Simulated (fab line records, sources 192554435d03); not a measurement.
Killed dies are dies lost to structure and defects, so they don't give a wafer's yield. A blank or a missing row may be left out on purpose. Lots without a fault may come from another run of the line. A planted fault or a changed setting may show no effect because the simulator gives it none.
Chamber matching | flow n5_finfet | N5_SDB_PRECLEAN_39 on wet_bench-04: 6 sister chambers
The step cleans in O3/DIW, time 45 s. 14 wafers are shown with their chamber, then 2 later ones without.

WAFERS WITH THEIR CHAMBER
wafer  | chamber | o3_ppm
L802.2 | 3       | 9.99
L802.3 | 6       | 9.93
L802.5 | 1       | 10.02
L803.1 | 6       | 9.97
L803.4 | 4       | 9.89
L803.5 | 7       | 10.09
L808.1 | 6       | 10.03
L808.5 | 3       | 10.05
L808.6 | 5       | 10.05
L809.1 | 4       | 9.83
L809.4 | 5       | 10.04
L809.6 | 6       | 9.83
L810.2 | 5       | 9.91
L810.3 | 3       | 9.89

SIGNATURES (means of the wafers above)
reading | chamber 1 | chamber 3 | chamber 4 | chamber 5 | chamber 6 | chamber 7 | scatter within a chamber
o3_ppm  | 10.0200   | 9.9767    | 9.8600    | 10.0000   | 9.9400    | 10.0900   | 0.0777
Rule: a wafer's distance from a chamber is the root of the sum, over the readings, of the square of ((its reading less the chamber's mean) divided by the reading's scatter). The wafer belongs to the nearest chamber; if the next one is less than 2 further off, it can't be placed. The scatter: the root of (the sum of the squares of (reading less its chamber's mean) over the shown wafers, divided by (wafers less chambers)).

WAFERS WITHOUT THEIR CHAMBER
wafer  | o3_ppm
L817.3 | 9.95
L819.2 | 9.99

WHICH CHAMBER EACH WENT THROUGH
wafer  | from the rows above                         | in truth
L817.3 | can't be placed: 6 or 3 or 5 or 1 or 4 or 7 | 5
L819.2 | can't be placed: 5 or 3 or 1 or 6 or 7 or 4 | 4
Placed correctly: 0 of 2. Can't be placed from these rows: 2 (the true chamber is among the candidates in 2). Placed wrongly: 0.
